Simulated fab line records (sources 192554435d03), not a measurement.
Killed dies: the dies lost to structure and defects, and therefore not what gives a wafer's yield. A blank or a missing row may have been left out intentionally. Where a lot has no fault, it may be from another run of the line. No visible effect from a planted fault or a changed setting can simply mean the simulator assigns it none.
Chamber matching | flow n5Finfet | rieDiel-01 running N5_BEOL_M3_ETCH_77: 4 sister chambers
The step etches underlayer in N2/H2, target depth 6.5 nm, time 5.2 s. 8 wafers are shown with their chamber, then 10 later ones without.

## WAFERS WITH THEIR CHAMBER
wafer  | chamber | showerheadPlenumPTorr (Torr) | throttleValvePct (%)
L083.1 | 2       | 2.64                         | 17.60
L086.2 | 1       | 2.67                         | 17.59
L086.4 | 0       | 2.58                         | 17.76
L085.3 | 3       | 2.52                         | 17.85
L085.4 | 1       | 2.67                         | 17.59
L085.5 | 2       | 2.63                         | 17.66
L087.2 | 0       | 2.58                         | 17.76
L087.4 | 3       | 2.51                         | 17.87

## WAFERS WHOSE CHAMBER IS MISSING
wafer  | showerheadPlenumPTorr (Torr) | throttleValvePct (%)
L087.5 | 2.52                         | 17.87
L088.3 | 2.67                         | 17.60
L088.4 | 2.58                         | 17.78
L088.5 | 2.52                         | 17.89
L089.1 | 2.52                         | 17.85
L089.2 | 2.67                         | 17.62
L089.6 | 2.63                         | 17.64
L096.3 | 2.57                         | 17.80
L096.5 | 2.51                         | 17.90
L096.6 | 2.57                         | 17.82

## THE CHAMBER EACH PASSED THROUGH
wafer  | from the rows above | in truth
L087.5 | 3                   | 3
L088.3 | 1                   | 1
L088.4 | 0                   | 0
L088.5 | 3                   | 3
L089.1 | 3                   | 3
L089.2 | 1                   | 1
L089.6 | 2                   | 2
L096.3 | 0                   | 0
L096.5 | 3                   | 3
L096.6 | 0                   | 0
Correctly placed: 10 of 10. Number that these rows cannot place: 0. 0 placed wrongly.
How it was worked out, from the rows above alone: a wafer's distance from a chamber is the root of the sum, over the readings, of the square of ((its reading less the chamber's mean) divided by the reading's scatter). If the next closest chamber is less than 2 further off than the closest, the wafer can't be placed; otherwise it belongs to the closest. Each chamber's mean is taken over the wafers shown for it. The scatter: the root of (the sum of the squares of (reading less its chamber's mean) over the shown wafers, divided by (wafers less chambers)).
